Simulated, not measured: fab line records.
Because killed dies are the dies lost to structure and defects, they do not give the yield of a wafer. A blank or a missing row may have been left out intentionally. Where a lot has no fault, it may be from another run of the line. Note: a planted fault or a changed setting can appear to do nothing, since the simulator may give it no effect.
Split-lot experiment    flow n5-finfet    on a route of 1938 steps: 7 lots, 21 wafers read

## THE SPLIT ITSELF
At N5_GATE_CUT_COAT_07 (resist thk 30 nm), the setting spin-rpm was moved away from the recipe's 1500 rpm on 8 of the 21 wafers read, by -8.4% to +10.0%. All remaining wafers had this setting at the recipe value.

Between the split and the reading, the file records no step.

## THE READING
CAR-EUV_of_GATE_CUT_COAT_07.thk-nm (the simulator's own value, which no gauge read), in nm, at N5_GATE_CUT_ETCH_36 (etches SiARC in CF4, target depth 13 nm, time 21.7 s). There is no usual value for it anywhere in the file. Here, 13 wafers ran the recipe; their average is 7.0 nm with a standard deviation of 0.12 nm.

wafer   tool, chamber at the split  spin-rpm as run, rpm  against the recipe  CAR-EUV_of_GATE_CUT_COAT_07.thk-nm, nm  against lot-mates on the recipe
L076.1  litho-track-02, 0           1374                  -8.4%               8.4                                     +1.4
L076.5  litho-track-02, 0           1374                  -8.4%               8.4                                     +1.4
L076.6  litho-track-02, 0           1500                  recipe              7                                       -
L080.4  litho-track-04, 0           1500                  recipe              7                                       -
L080.5  litho-track-04, 0           1616                  +7.7%               5.8                                     -1.2
L080.6  litho-track-04, 0           1616                  +7.7%               5.8                                     -1.2
L082.3  litho-track-02, 0           1500                  recipe              6.8                                     -
L082.4  litho-track-02, 0           1500                  recipe              7                                       -
L082.6  litho-track-02, 0           1632                  +8.8%               5.6                                     -1.3
L083.3  litho-track-03, 0           1500                  recipe              7.2                                     -
L083.4  litho-track-03, 0           1500                  recipe              7.2                                     -
L083.5  litho-track-03, 0           1569                  +4.6%               6.4                                     -0.8
L084.1  litho-track-03, 0           1500                  recipe              6.8                                     -
L084.3  litho-track-03, 0           1554                  +3.6%               6.4                                     -0.5
L084.6  litho-track-03, 0           1500                  recipe              7                                       -
L085.1  litho-track-02, 0           1500                  recipe              7                                       -
L085.3  litho-track-02, 0           1500                  recipe              7                                       -
L085.6  litho-track-02, 0           1500                  recipe              7                                       -
L096.3  litho-track-04, 0           1650                  +10.0%              5.6                                     -1.5
L096.5  litho-track-04, 0           1500                  recipe              7.2                                     -
L096.6  litho-track-04, 0           1500                  recipe              7                                       -

FIT RESULTS
A straight line over all 21 wafers: CAR-EUV_of_GATE_CUT_COAT_07.thk-nm changes by -0.157 nm for each +1% of spin-rpm; r = -0.99; the points scatter about the line by 0.11 nm.
The same after taking each lot's own level away (the mean of its wafers on the recipe; 21 wafers): -0.158 nm for each +1%; r = -1.00; scatter 0.069 nm.
The reading moves by 1.6 nm for the largest change in spin-rpm, on that fit.
Across the lots, their own levels run from 6.90 to 7.20 nm, a range of 2.4 times the standard deviation given above.
Hence the lot-to-lot level has little effect on the slope; both slopes agree.
Check: -1.58 nm against its lot-mates is what the line predicts for one of the wafers moved furthest among these (+10.0%) when that wafer is left out of the fit. It came out at -1.5 nm against them.

## THESE WAFERS: OTHER SPLITS
These wafers also went through other splits before the reading. Each is held against what the fit with the lots' levels taken away leaves over:
other split on the same wafers  wafers away from the commonest value  r with CAR-EUV_of_GATE_CUT_COAT_07.thk-nm (lot level and that fit taken away)
N5_SDB_COAT_03 spin-rpm         5                                     +0.03
N5_HKMG_FIN_ETCH_32 source-w    3                                     -0.06
N5_HKMG_FIN_ETCH_35 bias-w      10                                    -0.11

## THE WHOLE CHAIN: every reading that the file lists as answering this split, in the file's order
step                 what it does                                          reading                                                                              change (the file's fit)                r (the file's)
N5_GATE_CUT_COAT_07  resist thk 30 nm                                      CAR-EUV_of_GATE_CUT_COAT_07.thk-nm (the simulator's own value, which no gauge read)  -0.144 nm for each +1% of the setting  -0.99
N5_GATE_CUT_ETCH_36  etches SiARC in CF4, target depth 13 nm, time 21.7 s  CAR-EUV_of_GATE_CUT_COAT_07.thk-nm (the simulator's own value, which no gauge read)  -0.155 nm for each +1% of the setting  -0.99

## FILE'S OWN FIT
CAR-EUV_of_GATE_CUT_COAT_07.thk-nm changes by -0.155 nm for each +1% of spin-rpm, r = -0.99.
